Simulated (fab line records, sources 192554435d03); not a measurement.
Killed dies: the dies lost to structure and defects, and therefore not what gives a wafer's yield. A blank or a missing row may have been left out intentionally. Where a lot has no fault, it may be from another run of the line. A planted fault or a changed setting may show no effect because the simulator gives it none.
fab line records	flow n5-finfet
record lots=4	wafers=12	last-day=17
route steps=1938 shown BEOL_M2@919 BEOL_M3@931 BEOL_M4@1111
lots that met no fault: taken from a fault-free run of the same line
start-h: hours from the record's opening day to when the first of the lot's shown wafers began	wait-h: how many hours have passed since the lot's step before this one	" the same as in the row above	L1.1+2: one row covering several wafers at once	- no value present, or no start provided	* or withheld: withheld	< > ~ a bound
route shown NAME@n: NAME is a module with steps in the file, n the number in the route of the first one	usual: mean and standard deviation over wafers with no fault	same: alike in all rows	chamber/n: place in a boat	sites: the reading at each site	_std_site: standard deviation across them	_edge_site: outer sites' mean less inner sites'	radius-mm: for every site, how far away it sits from the centre of the wafer	mask NAME#n: copy n	behind: the most recent tool/chamber to have shaped the wafer	hold: what put the lot on hold/how long, in hours/how the hold closed	device: whichever transistor did not switch (one of n, p or np)	end of line: the same wafers' tests at the end of the route	step lacking rows: just its recipe	killed: at the first sort, the dies lost to defects and structure; wafer yield is something else	map: the dies of a wafer, with x for killed, . for not killed, _ for no die there
set.NAME: the setting that was run; set.NAME@STEP: the one run at that earlier step	model.NAME: the simulator's own value behind a step, which no gauge read
lots seen at some steps along the route; tables by step, rows by wafer
services: the hour from which a tool's chamber was out of use, counted from the record's first day as start-h (under 0 if before that day), plus the number of hours and why
## steps
# step N5_BEOL_M2_ANNEAL_95
# recipe temp-c=400	time-s=240	ambient=vacuum
# step N5_BEOL_M2_SPUTTER_96
# recipe material=Cu	target-thk-a=45	temp-c=-20	chamber-pressure-pa=0.07	power-w=withheld	time-s=8.29
# step N5_BEOL_M2_ECD_50
# recipe material=Cu	target-thk-a=3000
# step N5_BEOL_M2_ANNEAL_51
# recipe temp-c=225	time-s=90	ambient=N2
# step N5_BEOL_M2_CMP_52
# recipe stop-on=SiOC	t-overpolish-s=6.8	down-force-psi=1	platen-rpm=50	clearing-platen-down-force-psi=1.5	clearing-platen-rpm=50	post-cmp-clean=cu-alkaline	target-thk-nm=40	clearing-platen-pad-velocity-m-s=0.99484	pad-velocity-m-s=0.99484
# step N5_BEOL_M2_PRE_CLEAN_60
# recipe gas=NH3/H2	time-s=15	temp-c=*	rf-power-w=300
# step N5_BEOL_M2_CO_CAP_55
# recipe material=Co	target-thk-a=20	temp-c=200	precursor=CCTBA/H2	pressure-torr=30	time-s=102.1
# step N5_BEOL_M2_PRE_CLEAN_56
# recipe gas=NH3	time-s=15	temp-c=withheld	rf-power-w=300
# step N5_BEOL_M2_DEP_57
# recipe material=SiCN	target-thk-a=80	temp-c=withheld	precursor=3MS/NH3	pressure-torr=3	rf-w=202	time-s=14
# step N5_BEOL_M3_ILD_DEP_00
# recipe material=SiOC	target-thk-a=790	temp-c=350	precursor=DEMS/O2	pressure-torr=5	rf-w=500	time-s=15.3
# usual heater-power-outer-w=245/42	heater-power-w=469/65	showerhead-plenum-p-Torr=5.699/0.013	susceptor-temp-C=349.98/0.2	throttle-valve-pct=12.0/0.5
# same time-s=15.3
lot.wafer	tool	chamber	start-h	wait-h	heater-power-outer-w	heater-power-w	showerhead-plenum-p-Torr	susceptor-temp-C	throttle-valve-pct	model.SiOC_of_BEOL_M3_ILD_DEP_00.thk-nm
L397.3	pecvd-03	0	221.83	0.0	167	368	5.705	343.36	12.0	80.6
L397.5	"	0	"	"	166	368	5.698	343.33	12.4	82
L397.6	"	2	"	"	155	331	5.675	343.44	11.4	82.8
L398.2	pecvd-03	2	224.95	0.0	218	403	5.678	343.82	11.4	80.6
L398.3	"	1	"	"	250	475	5.712	343.62	12.3	80.2
L398.4	"	2	"	"	205	397	5.676	343.76	11.2	81.6
L405.1	pecvd-01	1	264.63	0.0	310	614	5.712	349.50	11.9	79
L405.2	"	0	"	"	219	440	5.684	350.13	11.6	78.4
L405.6	"	1	"	"	225	505	5.693	349.77	11.9	79
L408.3	pecvd-03	2	281.84	0.0	225	404	5.687	350.09	11.4	79
L408.4	"	0	"	"	245	457	5.687	349.87	12.2	81.2
L408.6	"	1	"	"	262	483	5.711	349.87	12.5	80.6
# step N5_BEOL_M3_PECVD_72
# recipe material=SiO2	target-thk-a=160	temp-c=400	precursor=TEOS/O2	pressure-torr=5.5	rf-w=450	teos-flow-sccm=53.8	gas=O2	flow-sccm=3000	time-s=18
# step N5_BEOL_M3_HM_DEP_02
# recipe material=TiN	target-thk-a=200	temp-c=25	chamber-pressure-pa=0.49996
# step N5_BEOL_M3_COAT_61
# recipe resist=SOC	temp-c=250	time-s=60	spin-rpm=1500	resist-thk-nm=60
# step N5_BEOL_M3_COAT_62
# recipe resist=SiARC	temp-c=220	time-s=60	spin-rpm=1500	resist-thk-nm=12
# step N5_BEOL_M3_COAT_73
# recipe resist=underlayer	temp-c=205	time-s=60	spin-rpm=1500	resist-thk-nm=5
# step N5_BEOL_M3_COAT_05
# recipe resist=CAR-EUV	spin-rpm=1500	resist-thk-nm=30
# step N5_BEOL_M3_EBR_07
# recipe solvent=PGMEA	ebr-width-mm=1.5
# step N5_BEOL_M3_SOFTBAKE_06
# recipe temp-c=110	time-s=60	resist=CAR-EUV
# step N5_BEOL_M3_EXPOSE_08
# recipe mask-id=M3	na=0.33	source-shape=dipole	sigma-inner=0.369	sigma-outer=0.767	polarization=unpolarized	dose-mj=33
# step N5_BEOL_M3_PEB_09
# recipe peb-temp-c=100	peb-time-s=60	resist=CAR-EUV
# step N5_BEOL_M3_DEVELOP_10
# recipe develop-time-s=30	developer=TMAH	resist=CAR-EUV	rinse-liquid=surfactant-rinse	dry=air-spin	dev-temp-c=23
# step N5_BEOL_M3_DESCUM_16
# recipe chemistry=O2	time-s=7	source-power-w=50	bias-power-w=20	pressure-mtorr=20	rf-frequency-hz=2.712e+07	temp-c=40	resist=CAR-EUV	o2-flow-sccm=225
# step N5_BEOL_M3_ETCH_74
# recipe chemistry=N2/H2	target=underlayer	target-depth-a=65	mask-material=CAR-EUV	time-s=5.2	ion-energy-ev=200	pressure-mtorr=30	source-w=840	bias-w=150	n2-flow-sccm=200	h2-flow-sccm=200	ends=cleared
# step N5_BEOL_M3_ETCH_63
# recipe chemistry=CF4	target=SiARC	target-depth-a=156	mask-material=CAR-EUV	time-s=26	ion-energy-ev=80	pressure-mtorr=40	source-w=545	bias-w=36	Ar_flow_sccm=100	cf4-flow-sccm=100	ends=cleared
# step N5_BEOL_M3_ETCH_64
# recipe chemistry=N2/H2	target=SOC	target-depth-a=750	overetch-a=150	mask-material=SiARC	temp-c=40	time-s=112.5	ion-energy-ev=200	pressure-mtorr=30	source-w=840	bias-w=150	n2-flow-sccm=200	h2-flow-sccm=200
# step N5_BEOL_M3_STRIP_65
# recipe chemistry=N2/H2	temp-c=40	n2-flow-sccm=200	h2-flow-sccm=200	rf-frequency-hz=6e+07
# step N5_BEOL_M3_STRIP_75
# recipe chemistry=N2/H2	temp-c=40	n2-flow-sccm=200	h2-flow-sccm=200	rf-frequency-hz=6e+07
# step N5_BEOL_M3_STRIP_66
# recipe chemistry=CF4	resist=SiARC	power-w=300	bias-power-w=75	pressure-mtorr=50	cf4-flow-sccm=150	rf-frequency-hz=6e+07
# step N5_BEOL_M3_HM_OPEN_17
# recipe chemistry=Cl2/BCl3	target-depth-a=200	overetch-a=60	target=TiN	mask-material=SOC	ion-energy-ev=150	pressure-mtorr=10	icp-w=1000	bias-w=126	Cl2_flow_sccm=53.25	bcl3-flow-sccm=21.75	Ar_flow_sccm=25
# step N5_BEOL_M3_STRIP_19
# recipe chemistry=O2	power-w=400	temp-c=40	pressure-mtorr=30	rf-frequency-hz=6e+07	bias-power-w=0	overash-fraction=0.2	o2-flow-sccm=225
# step N5_BEOL_M3_COAT_67
# recipe resist=SOC	temp-c=250	time-s=60	spin-rpm=1500	resist-thk-nm=60
# step N5_BEOL_M3_COAT_68
# recipe resist=SiARC	temp-c=220	time-s=60	spin-rpm=1500	resist-thk-nm=12
# step N5_BEOL_M3_COAT_76
# recipe resist=underlayer	temp-c=205	time-s=60	spin-rpm=1500	resist-thk-nm=5
# step N5_BEOL_M3_COAT_22
# recipe resist=CAR-EUV	spin-rpm=1500	resist-thk-nm=30
# step N5_BEOL_M3_CMP_52
# recipe stop-on=SiOC	t-overpolish-s=6.8	down-force-psi=1	platen-rpm=50	clearing-platen-down-force-psi=1.5	clearing-platen-rpm=50	post-cmp-clean=cu-alkaline	target-thk-nm=40	clearing-platen-pad-velocity-m-s=0.99484	pad-velocity-m-s=0.99484
# usual barrier-field-endpoint-s=24.7/0.56	motor-current-A=6.1/0.55	overpolish-run-s=6.800/0.0086	platen-rpm=50.00/0.038	slurry-flow-ml-min=150.0/0.44	time-to-endpoint-s=63/3.2
lot.wafer	tool	chamber	start-h	wait-h	barrier-field-endpoint-s	motor-current-A	overpolish-run-s	platen-rpm	slurry-flow-ml-min	time-to-endpoint-s	model.SiOC_of_BEOL_M3_ILD_DEP_00.thk-nm
L397.3	cmp-04	2	232.52	0.4	24.6	5.5	6.803	50.09	150.5	63	77.6
L397.5	"	0	"	"	25.0	6.4	6.796	49.96	150.1	66	79
L397.6	"	1	"	"	25.3	5.5	6.794	50.01	150.1	64	79.8
L398.2	cmp-02	1	235.29	0.2	25.5	6.1	6.806	49.86	150.8	66	77.6
L398.3	"	2	"	"	25.0	5.6	6.814	49.95	149.8	65	77.2
L398.4	"	0	"	"	25.0	6.1	6.804	50.02	150.2	63	78.6
L405.2	cmp-04	0	273.25	0.2	25.0	6.3	6.792	49.98	149.8	62	75.4
L405.1	"	2	"	"	25.4	5.4	6.793	49.96	150.6	67	76
L405.6	"	0	"	"	24.8	6.0	6.807	50.00	150.3	66	76
L408.4	cmp-02	3	290.37	0.2	24.7	5.4	6.808	50.02	150.1	64	78.2
L408.3	"	0	"	"	24.6	6.5	6.802	49.97	150.2	62	76
L408.6	"	2	"	"	25.1	5.4	6.796	49.97	150.0	63	77.6
# step N5_BEOL_M4_RC_MEAS_101
# usual DIBL_N=35.8/1.8	DIBL_P=35.6/2	IOFF_N=0.148/0.028	IOFF_P=0.20/0.034	ION_N=672/12	ION_P=462/8.5	SS_N=71.2/0.65	SS_P=73.1/0.67	VT_N=251/3.3	VT_P=-251/3.8
lot.wafer	tool	chamber	start-h	wait-h	DIBL_N[mV/V]	DIBL_P[mV/V]	IOFF_N[nA/um]	IOFF_P[nA/um]	ION_N[uA/um]	ION_P[uA/um]	SS_N[mV/dec]	SS_P[mV/dec]	VT_N[mV]	VT_P[mV]
L397.3	prober-01	0	242.45	0.3	35.0	36.5	0.149	0.22	667	466	71.0	73.6	250	-251
L397.5	"	0	"	"	35.1	36.5	0.157	0.22	676	465	71.2	73.3	248	-248
L397.6	"	0	"	"	35.4	36.0	0.158	0.21	665	458	71.1	73.4	248	-250
L398.2	prober-02	0	247.29	0.2	37.1	34.5	0.157	0.23	663	457	72.2	73.5	252	-246
L398.3	"	0	"	"	35.9	34.3	0.142	0.22	660	462	72.0	72.5	252	-248
L398.4	"	0	"	"	39.8	38.4	0.235	0.31	694	472	73.0	74.0	245	-246
L405.1	prober-02	0	282.93	0.0	37.1	35.0	0.162	0.19	674	450	71.5	73.4	251	-253
L405.2	"	0	"	"	37.5	35.6	0.165	0.20	670	454	71.8	73.2	252	-251
L405.6	"	0	"	"	37.9	36.2	0.174	0.20	669	453	71.5	73.8	252	-251
L408.3	prober-02	0	311.02	0.3	34.3	34.4	0.142	0.20	690	471	70.7	72.1	253	-250
L408.4	"	0	"	"	37.9	38.2	0.200	0.25	686	472	71.2	73.8	247	-247
L408.6	"	0	"	"	38.1	38.1	0.214	0.26	705	481	71.2	72.8	243	-244
## services
tool	chamber	start-h	hours	kind
cmp-04	-	206.70	4.0	pm
cmp-02	-	208.01	1.8	repair
cmp-04	-	210.70	-	consumable-replace:conditioner
cmp-04	-	210.70	-	consumable-replace:pad
cmp-04	-	217.95	6.5	repair
pecvd-01	-	219.34	6.0	pm
pecvd-01	2	234.42	2.5	repair
pecvd-01	2	236.96	-	clean
pecvd-01	2	236.96	-	consumable-replace:showerhead
pecvd-01	2	236.96	29.0	scheduled-down
pecvd-01	2	236.96	29.0	vent-cycle
pecvd-01	1	252.08	2.1	scheduled-down
pecvd-03	2	270.65	2.1	repair
pecvd-03	1	288.67	5.5	scheduled-down
## key
first-sign step=N5_BEOL_M3_ILD_DEP_00	reading=susceptor-temp-C	direction=down	sigmas=32	usual=*	struck=*
effect none on later readings
model-effect step=N5_BEOL_M3_ILD_DEP_00	value=SiOC_of_BEOL_M3_ILD_DEP_00.thk-nm	without=79.8	struck=81.3
model-effect step=N5_BEOL_M3_CMP_52	value=SiOC_of_BEOL_M3_ILD_DEP_00.thk-nm	without=76.8	struck=78.3
met-at N5_BEOL_M3_ILD_DEP_00
struck-wafers L397.3,L397.5,L397.6,L398.2,L398.3,L398.4
fault kind=process-parameter-drift	tool=pecvd-03	chamber=-	onset-h=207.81	steps=N5_BEOL_M3_ILD_DEP_00	channel=temp-c	offset=*	shape=step	end-h=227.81	acts-in=*	stated=*
